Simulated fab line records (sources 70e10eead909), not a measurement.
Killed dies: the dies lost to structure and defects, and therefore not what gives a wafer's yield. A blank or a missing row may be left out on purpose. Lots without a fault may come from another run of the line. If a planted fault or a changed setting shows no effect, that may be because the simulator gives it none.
fab line records / flow nand-harc
record lots=5 wafers=15 last-day=33
route steps=1302 shown P_ZERO_WELL@44 END@1302
lots with no fault: from the same line, run without faults
start-h: start of the lot's first displayed wafer, in hours after the record's first day / wait-h: time in hours since the lot's previous step / " identical to the entry in the row above / L1.1+2: a single row standing in for several wafers / - either no value or no given start / * or withheld: withheld / < > ~ a bound
route shown NAME@n: names a module that has steps shown in the file, with the first one's number in the route / usual: mean and standard deviation over wafers with no fault / same: alike in all rows / chamber/n: place in a boat / sites: per-site readings / _std_site: standard deviation across them / _edge_site: the outer-site mean with the inner-site mean subtracted / radius-mm: how far each site lies from the wafer's centre / mask NAME#n: copy n / behind: tool/chamber where the wafer was last shaped / hold: the reason the lot was held/the length of the hold in hours/how it ended / device: the transistor (n, p or np) that didn't switch / end of line: at the end of the route, the tests of the same wafers / a step without rows: its recipe alone / killed: the dies lost at the first sort to structure and to defects; this is not the yield of the wafer / map: dies across one wafer; x = killed, . = not, _ = none there
set.NAME: the setting the step ran with; set.NAME@STEP: the setting that earlier step ran with / model.NAME: the simulator's own value behind a step, which no gauge read
a table for each step, a row for each wafer; lots at some steps of the route
services: a tool's chamber out of use, with start hour (start-h, from the record's first day; less than 0 if before it), hours out, and reason
## steps
# step NHARC_P_ZERO_WELL_CD_MEAS_37
# recipe target-cd-nm=720 landing-energy-ev=500
# usual cd-nm=719.9/1.4
lot.wafer=L706.1 tool=cd-sem-01 chamber=0 start-h=74.24 wait-h=- cd-nm=718.4
lot.wafer=L706.2 tool=cd-sem-01 chamber=0 start-h=74.24 wait-h=- cd-nm=718.6
lot.wafer=L706.3 tool=cd-sem-01 chamber=0 start-h=74.24 wait-h=- cd-nm=719.2
lot.wafer=L715.1 tool=cd-sem-03 chamber=0 start-h=164.25 wait-h=- cd-nm=718.4
lot.wafer=L715.4 tool=cd-sem-03 chamber=0 start-h=164.25 wait-h=- cd-nm=720.5
lot.wafer=L715.5 tool=cd-sem-03 chamber=0 start-h=164.25 wait-h=- cd-nm=717.9
lot.wafer=L716.3 tool=cd-sem-02 chamber=0 start-h=174.13 wait-h=- cd-nm=718.6
lot.wafer=L716.5 tool=cd-sem-02 chamber=0 start-h=174.13 wait-h=- cd-nm=721.6
lot.wafer=L716.6 tool=cd-sem-02 chamber=0 start-h=174.13 wait-h=- cd-nm=720.4
lot.wafer=L718.2 tool=cd-sem-01 chamber=0 start-h=194.36 wait-h=- cd-nm=721.0
lot.wafer=L718.5 tool=cd-sem-01 chamber=0 start-h=194.36 wait-h=- cd-nm=721.4
lot.wafer=L718.6 tool=cd-sem-01 chamber=0 start-h=194.36 wait-h=- cd-nm=720.6
lot.wafer=L722.2 tool=cd-sem-02 chamber=0 start-h=234.23 wait-h=- cd-nm=720.0
lot.wafer=L722.3 tool=cd-sem-02 chamber=0 start-h=234.23 wait-h=- cd-nm=718.8
lot.wafer=L722.6 tool=cd-sem-02 chamber=0 start-h=234.23 wait-h=- cd-nm=719.0
# step NHARC_P_ZERO_WELL_HARDBAKE_38
# recipe temp-c=125 time-s=80
# step NHARC_P_ZERO_WELL_DESCUM_39
# recipe time-s=3 o2-flow-sccm=200 ar-flow-sccm=0 bias-power-w=0 chemistry=O2
# usual drypump-motor-current-A=6.0/0.36 oes-product-au=1.002/0.008 rf-vpp-V=57.7/0.87 showerhead-plenum-p-Torr=1.88/0.087 throttle-valve-pct=11.310/0.0086
# same time-s=3
lot.wafer=L706.2 tool=rie-diel-06 chamber=1 start-h=74.41 wait-h=- drypump-motor-current-A=6.4 oes-product-au=0.996 rf-hours-counter-h=28 rf-vpp-V=55.8 showerhead-plenum-p-Torr=1.79 throttle-valve-pct=11.306
lot.wafer=L706.3 tool=rie-diel-06 chamber=2 start-h=74.41 wait-h=- drypump-motor-current-A=6.5 oes-product-au=1.001 rf-hours-counter-h=26 rf-vpp-V=59.0 showerhead-plenum-p-Torr=1.99 throttle-valve-pct=11.289
lot.wafer=L706.1 tool=rie-diel-06 chamber=3 start-h=74.41 wait-h=- drypump-motor-current-A=6.5 oes-product-au=0.997 rf-hours-counter-h=34 rf-vpp-V=58.4 showerhead-plenum-p-Torr=2.07 throttle-valve-pct=11.314
lot.wafer=L715.4 tool=rie-diel-04 chamber=1 start-h=164.43 wait-h=- drypump-motor-current-A=6.3 oes-product-au=0.997 rf-hours-counter-h=57 rf-vpp-V=59.1 showerhead-plenum-p-Torr=1.87 throttle-valve-pct=11.313
lot.wafer=L715.1 tool=rie-diel-04 chamber=2 start-h=164.43 wait-h=- drypump-motor-current-A=6.3 oes-product-au=0.998 rf-hours-counter-h=52 rf-vpp-V=59.1 showerhead-plenum-p-Torr=1.99 throttle-valve-pct=11.291
lot.wafer=L715.5 tool=rie-diel-04 chamber=0 start-h=164.43 wait-h=- drypump-motor-current-A=6.2 oes-product-au=1.020 rf-hours-counter-h=- rf-vpp-V=57.0 showerhead-plenum-p-Torr=1.84 throttle-valve-pct=11.300
lot.wafer=L716.3 tool=rie-diel-04 chamber=1 start-h=174.30 wait-h=- drypump-motor-current-A=6.3 oes-product-au=1.000 rf-hours-counter-h=60 rf-vpp-V=57.3 showerhead-plenum-p-Torr=1.87 throttle-valve-pct=11.302
lot.wafer=L716.6 tool=rie-diel-04 chamber=1 start-h=174.30 wait-h=- drypump-motor-current-A=6.3 oes-product-au=1.001 rf-hours-counter-h=- rf-vpp-V=56.7 showerhead-plenum-p-Torr=1.87 throttle-valve-pct=11.325
lot.wafer=L716.5 tool=rie-diel-04 chamber=2 start-h=174.30 wait-h=- drypump-motor-current-A=6.3 oes-product-au=1.004 rf-hours-counter-h=- rf-vpp-V=59.1 showerhead-plenum-p-Torr=1.99 throttle-valve-pct=11.302
lot.wafer=L718.2 tool=rie-diel-04 chamber=2 start-h=194.53 wait-h=- drypump-motor-current-A=6.3 oes-product-au=0.999 rf-hours-counter-h=1 rf-vpp-V=58.9 showerhead-plenum-p-Torr=1.99 throttle-valve-pct=11.311
lot.wafer=L718.6 tool=rie-diel-04 chamber=1 start-h=194.53 wait-h=- drypump-motor-current-A=6.3 oes-product-au=0.995 rf-hours-counter-h=- rf-vpp-V=57.5 showerhead-plenum-p-Torr=1.87 throttle-valve-pct=11.305
lot.wafer=L718.5 tool=rie-diel-04 chamber=2 start-h=194.53 wait-h=- drypump-motor-current-A=6.3 oes-product-au=0.992 rf-hours-counter-h=- rf-vpp-V=56.9 showerhead-plenum-p-Torr=1.99 throttle-valve-pct=11.305
lot.wafer=L722.3 tool=rie-diel-04 chamber=2 start-h=234.44 wait-h=- drypump-motor-current-A=6.3 oes-product-au=1.000 rf-hours-counter-h=12 rf-vpp-V=57.8 showerhead-plenum-p-Torr=1.98 throttle-valve-pct=11.309
lot.wafer=L722.2 tool=rie-diel-04 chamber=0 start-h=234.44 wait-h=- drypump-motor-current-A=6.2 oes-product-au=0.994 rf-hours-counter-h=17 rf-vpp-V=58.3 showerhead-plenum-p-Torr=1.84 throttle-valve-pct=11.320
lot.wafer=L722.6 tool=rie-diel-04 chamber=2 start-h=234.44 wait-h=- drypump-motor-current-A=6.3 oes-product-au=0.993 rf-hours-counter-h=- rf-vpp-V=57.2 showerhead-plenum-p-Torr=1.98 throttle-valve-pct=11.317
# step NHARC_P_ZERO_WELL_IMPLANT_40
# recipe energy-kev=300 dose-cm2=1e+13 tilt-deg=7
# step NHARC_P_ZERO_WELL_IMPLANT_59
# recipe energy-kev=120 dose-cm2=5e+12 tilt-deg=7
# step NHARC_P_ZERO_WELL_IMPLANT_60
# recipe energy-kev=30 dose-cm2=2e+12 tilt-deg=7
# step NHARC_P_ZERO_WELL_STRIP_41
# recipe time-s=840 temp-c=130 chemistry=SPM
# step NHARC_P_ZERO_WELL_DEHYDRATE_44
# recipe temp-c=150 time-s=120
# step NHARC_P_ZERO_WELL_HMDS_45
# recipe time-s=30
# step NHARC_P_ZERO_WELL_COAT_46
# recipe spin-rpm=withheld
# step NHARC_P_ZERO_WELL_SOFTBAKE_47
# recipe temp-c=122 time-s=95
# step NHARC_P_ZERO_WELL_EBR_48
# step NHARC_P_ZERO_WELL_EXPOSE_49
# recipe na=0.6 target-cd-nm=2000 dose-mj=22.64 mask-id=P_HVPW
lot.wafer=L706.1+2+3 tool=krf-scanner-02 chamber=0 start-h=75.71 wait-h=- mask=P_HVPW#0
lot.wafer=L715.1+4+5 tool=krf-scanner-02 chamber=0 start-h=165.62 wait-h=- mask=P_HVPW_R1#0
lot.wafer=L716.3+5+6 tool=krf-scanner-03 chamber=0 start-h=175.65 wait-h=- mask=P_HVPW#0
lot.wafer=L718.2+5+6 tool=krf-scanner-03 chamber=0 start-h=195.85 wait-h=- mask=P_HVPW#0
lot.wafer=L722.2+3+6 tool=krf-scanner-02 chamber=0 start-h=235.75 wait-h=- mask=P_HVPW#0
# step NHARC_P_ZERO_WELL_PEB_50
# recipe peb-temp-c=118 peb-time-s=85
# step NHARC_P_ZERO_WELL_DEVELOP_51
# recipe time-s=70
# step NHARC_P_ZERO_WELL_CD_MEAS_52
# recipe target-cd-nm=2000 landing-energy-ev=500
# usual cd-nm=1999.4/1.2
lot.wafer=L706.1 tool=cd-sem-03 chamber=0 start-h=75.87 wait-h=- cd-nm=1998.2
lot.wafer=L706.2 tool=cd-sem-03 chamber=0 start-h=75.87 wait-h=- cd-nm=2000.7
lot.wafer=L706.3 tool=cd-sem-03 chamber=0 start-h=75.87 wait-h=- cd-nm=2000.3
lot.wafer=L715.1 tool=cd-sem-01 chamber=0 start-h=165.78 wait-h=- cd-nm=1877.4
lot.wafer=L715.4 tool=cd-sem-01 chamber=0 start-h=165.78 wait-h=- cd-nm=1879.5
lot.wafer=L715.5 tool=cd-sem-01 chamber=0 start-h=165.78 wait-h=- cd-nm=1878.6
lot.wafer=L716.3 tool=cd-sem-03 chamber=0 start-h=175.81 wait-h=- cd-nm=1999.9
lot.wafer=L716.5 tool=cd-sem-03 chamber=0 start-h=175.81 wait-h=- cd-nm=1998.3
lot.wafer=L716.6 tool=cd-sem-03 chamber=0 start-h=175.81 wait-h=- cd-nm=1998.9
lot.wafer=L718.2 tool=cd-sem-02 chamber=0 start-h=196.01 wait-h=- cd-nm=2000.7
lot.wafer=L718.5 tool=cd-sem-02 chamber=0 start-h=196.01 wait-h=- cd-nm=2000.1
lot.wafer=L718.6 tool=cd-sem-02 chamber=0 start-h=196.01 wait-h=- cd-nm=2001.0
lot.wafer=L722.2 tool=cd-sem-02 chamber=0 start-h=235.91 wait-h=- cd-nm=2001.1
lot.wafer=L722.3 tool=cd-sem-02 chamber=0 start-h=235.91 wait-h=- cd-nm=2001.7
lot.wafer=L722.6 tool=cd-sem-02 chamber=0 start-h=235.91 wait-h=- cd-nm=2001.9
# step NHARC_P_ZERO_WELL_HARDBAKE_53
# recipe temp-c=125 time-s=80
# step NHARC_P_ZERO_WELL_DESCUM_54
# recipe time-s=3 o2-flow-sccm=200 ar-flow-sccm=0 bias-power-w=0 chemistry=O2
# usual drypump-motor-current-A=6.0/0.38 oes-product-au=1.002/0.0073 rf-vpp-V=57.6/0.82 showerhead-plenum-p-Torr=1.87/0.086 throttle-valve-pct=11.311/0.0095
# same time-s=3
lot.wafer=L706.2 tool=rie-diel-06 chamber=3 start-h=76.03 wait-h=- drypump-motor-current-A=6.5 oes-product-au=0.996 rf-hours-counter-h=34 rf-vpp-V=58.5 showerhead-plenum-p-Torr=2.07 throttle-valve-pct=11.293 model.P_ZERO_WELL.cd-nm=2001
lot.wafer=L706.1 tool=rie-diel-06 chamber=0 start-h=76.03 wait-h=- drypump-motor-current-A=6.0 oes-product-au=1.003 rf-hours-counter-h=36 rf-vpp-V=57.9 showerhead-plenum-p-Torr=1.93 throttle-valve-pct=11.312 model.P_ZERO_WELL.cd-nm=1998
lot.wafer=L706.3 tool=rie-diel-06 chamber=2 start-h=76.03 wait-h=- drypump-motor-current-A=6.5 oes-product-au=1.004 rf-hours-counter-h=26 rf-vpp-V=58.4 showerhead-plenum-p-Torr=1.99 throttle-valve-pct=11.325 model.P_ZERO_WELL.cd-nm=2000
lot.wafer=L715.4 tool=rie-diel-01 chamber=0 start-h=165.96 wait-h=- drypump-motor-current-A=5.7 oes-product-au=1.005 rf-hours-counter-h=43 rf-vpp-V=57.8 showerhead-plenum-p-Torr=1.86 throttle-valve-pct=11.323 model.P_ZERO_WELL.cd-nm=1880
lot.wafer=L715.1 tool=rie-diel-01 chamber=1 start-h=165.96 wait-h=- drypump-motor-current-A=5.3 oes-product-au=0.992 rf-hours-counter-h=44 rf-vpp-V=57.4 showerhead-plenum-p-Torr=1.89 throttle-valve-pct=11.306 model.P_ZERO_WELL.cd-nm=1878
lot.wafer=L715.5 tool=rie-diel-01 chamber=2 start-h=165.96 wait-h=- drypump-motor-current-A=6.1 oes-product-au=0.999 rf-hours-counter-h=- rf-vpp-V=58.1 showerhead-plenum-p-Torr=1.79 throttle-valve-pct=11.306 model.P_ZERO_WELL.cd-nm=1879
lot.wafer=L716.3 tool=rie-diel-01 chamber=3 start-h=175.97 wait-h=- drypump-motor-current-A=5.9 oes-product-au=1.017 rf-hours-counter-h=42 rf-vpp-V=58.2 showerhead-plenum-p-Torr=1.77 throttle-valve-pct=11.306 model.P_ZERO_WELL.cd-nm=2000
lot.wafer=L716.5 tool=rie-diel-01 chamber=2 start-h=175.97 wait-h=- drypump-motor-current-A=6.1 oes-product-au=1.003 rf-hours-counter-h=- rf-vpp-V=57.7 showerhead-plenum-p-Torr=1.79 throttle-valve-pct=11.309 model.P_ZERO_WELL.cd-nm=1999
lot.wafer=L716.6 tool=rie-diel-01 chamber=3 start-h=175.97 wait-h=- drypump-motor-current-A=5.9 oes-product-au=1.008 rf-hours-counter-h=- rf-vpp-V=56.9 showerhead-plenum-p-Torr=1.77 throttle-valve-pct=11.305 model.P_ZERO_WELL.cd-nm=1999
lot.wafer=L718.2 tool=rie-diel-04 chamber=2 start-h=196.16 wait-h=- drypump-motor-current-A=6.3 oes-product-au=1.001 rf-hours-counter-h=2 rf-vpp-V=59.8 showerhead-plenum-p-Torr=1.99 throttle-valve-pct=11.300 model.P_ZERO_WELL.cd-nm=2000
lot.wafer=L718.5 tool=rie-diel-04 chamber=2 start-h=196.16 wait-h=- drypump-motor-current-A=6.3 oes-product-au=0.995 rf-hours-counter-h=- rf-vpp-V=56.9 showerhead-plenum-p-Torr=1.99 throttle-valve-pct=11.323 model.P_ZERO_WELL.cd-nm=2000
lot.wafer=L718.6 tool=rie-diel-04 chamber=3 start-h=196.16 wait-h=- drypump-motor-current-A=5.4 oes-product-au=1.000 rf-hours-counter-h=- rf-vpp-V=56.6 showerhead-plenum-p-Torr=1.78 throttle-valve-pct=11.311 model.P_ZERO_WELL.cd-nm=2001
lot.wafer=L722.3 tool=rie-diel-01 chamber=2 start-h=236.08 wait-h=- drypump-motor-current-A=6.1 oes-product-au=1.001 rf-hours-counter-h=11 rf-vpp-V=58.1 showerhead-plenum-p-Torr=1.78 throttle-valve-pct=11.322 model.P_ZERO_WELL.cd-nm=2001
lot.wafer=L722.2 tool=rie-diel-01 chamber=3 start-h=236.08 wait-h=- drypump-motor-current-A=6.0 oes-product-au=1.013 rf-hours-counter-h=11 rf-vpp-V=58.7 showerhead-plenum-p-Torr=2.07 throttle-valve-pct=11.296 model.P_ZERO_WELL.cd-nm=2001
lot.wafer=L722.6 tool=rie-diel-01 chamber=1 start-h=236.08 wait-h=- drypump-motor-current-A=5.4 oes-product-au=1.008 rf-hours-counter-h=- rf-vpp-V=58.6 showerhead-plenum-p-Torr=1.88 throttle-valve-pct=11.300 model.P_ZERO_WELL.cd-nm=2002
# step NHARC_P_ZERO_WELL_IMPLANT_55
# recipe energy-kev=180 dose-cm2=8e+11 tilt-deg=7
# step NHARC_END_SORT_01
# recipe temp-c=25
# usual killed-at-array=52/17 killed-at-other=0.8/1.1 killed-at-periphery=3.2/2.2 killed-dies=57/17 killed-open=3.4/1.8 killed-short=2.4/1.6
# same gross-dies=677
lot.wafer=L715.1 tool=prober-02 chamber=0 start-h=702.35 wait-h=2.5 killed-at-array=51 killed-at-other=2 killed-at-periphery=8 killed-dies=61 killed-open=6 killed-short=3
lot.wafer=L715.4 tool=prober-02 chamber=0 start-h=704.76 wait-h=3.4 killed-at-array=53 killed-at-other=0 killed-at-periphery=1 killed-dies=54 killed-open=3 killed-short=2
lot.wafer=L715.5 tool=prober-02 chamber=0 start-h=705.57 wait-h=3.7 killed-at-array=40 killed-at-other=0 killed-at-periphery=3 killed-dies=43 killed-open=0 killed-short=1
# killed by level:class
L715.1 A_CHANNEL_HOLE_D1:chamber-film-flake=33 A_CONTACT:chamber-film-flake=7 A_CHANNEL_FILL_D2:geometric-particle:short=2 P_GATE:chamber-film-flake=2 P_BONDPAD:chamber-film-flake=2 A_SLIT:chamber-film-flake=2 THIN_TSV:chamber-film-flake=2 P_ZERO_WELL:area-expose=2
L715.4 A_CHANNEL_HOLE_D1:chamber-film-flake=38 A_CONTACT:chamber-film-flake=4 A_ZERO_WELL:chamber-film-flake=3 A_STAIRCASE:chamber-film-flake=3 P_CONTACT:geometric-particle:open=1 A_ONON_D1:geometric-particle:open=1 A_CHANNEL_HOLE_D1:geometric-particle:short=1 A_CHANNEL_FILL_D2:geometric-particle:open=1
L715.5 A_CHANNEL_HOLE_D1:chamber-film-flake=23 A_STAIRCASE:chamber-film-flake=5 A_CONTACT:chamber-film-flake=5 A_SLIT:chamber-film-flake=3 P_GATE:chamber-film-flake=2 A_WL_FILL:chamber-film-flake=2 A_CHANNEL_HOLE_D2:geometric-particle:short=1 P_BONDPAD:chamber-film-flake=1
## services
tool=krf-scanner-03 chamber=- start-h=52.00 hours=4.0 kind=pm
tool=rie-diel-01 chamber=2 start-h=53.44 hours=4.5 kind=repair
tool=rie-diel-04 chamber=0 start-h=60.20 hours=- kind=clean
tool=rie-diel-04 chamber=1 start-h=60.20 hours=- kind=clean
tool=rie-diel-04 chamber=2 start-h=60.20 hours=- kind=clean
tool=rie-diel-04 chamber=3 start-h=60.20 hours=- kind=clean
tool=krf-scanner-03 chamber=- start-h=76.88 hours=3.2 kind=repair
tool=rie-diel-06 chamber=0 start-h=83.36 hours=2.7 kind=repair
tool=rie-diel-04 chamber=0 start-h=84.74 hours=- kind=clean
tool=rie-diel-04 chamber=1 start-h=84.74 hours=- kind=clean
tool=rie-diel-04 chamber=2 start-h=84.74 hours=- kind=clean
tool=rie-diel-04 chamber=3 start-h=84.74 hours=- kind=clean
tool=krf-scanner-02 chamber=- start-h=94.00 hours=4.0 kind=pm
tool=rie-diel-04 chamber=0 start-h=103.79 hours=15.7 kind=repair
tool=krf-scanner-03 chamber=- start-h=106.41 hours=0.5 kind=repair
tool=rie-diel-04 chamber=1 start-h=109.28 hours=- kind=clean
tool=krf-scanner-03 chamber=- start-h=129.02 hours=0.5 kind=repair
tool=rie-diel-01 chamber=1 start-h=129.90 hours=6.6 kind=repair
tool=rie-diel-06 chamber=- start-h=130.21 hours=9.0 kind=pm
tool=krf-scanner-03 chamber=- start-h=147.03 hours=11.7 kind=repair
tool=rie-diel-04 chamber=- start-h=178.24 hours=9.0 kind=pm
tool=rie-diel-01 chamber=- start-h=203.83 hours=9.0 kind=pm
tool=krf-scanner-03 chamber=- start-h=213.61 hours=2.0 kind=repair
tool=krf-scanner-03 chamber=- start-h=224.00 hours=4.0 kind=pm
## key
first-sign step=NHARC_P_ZERO_WELL_EXPOSE_49 reading=mask direction=changed
effect step=NHARC_P_ZERO_WELL_CD_MEAS_52 reading=cd-nm direction=down sigmas=99+ usual=1999.4 struck=1878.5
model-effect step=NHARC_P_ZERO_WELL_DESCUM_54 value=P_ZERO_WELL.cd-nm without=2000 struck=1879
met-at NHARC_P_ZERO_WELL_EXPOSE_49
struck-wafers L715.1,L715.4,L715.5
tester-left-out L715
onset-between 75.71 165.62
fault kind=wrong-mask tool=any chamber=- onset-h=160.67 steps=NHARC_P_ZERO_WELL_EXPOSE_49 aux-copy=P_HVPW_R1#0 cd-offset-nm=-121.29 scope=struck-lots-only
# tester-left-out: of these lots the tester's yield and bins aren't shown, on N5 and GAA mostly nor the transistor test; their killed dies are dies lost to structure and defects alone, not to doping, threshold or leakage, so they don't give the yield
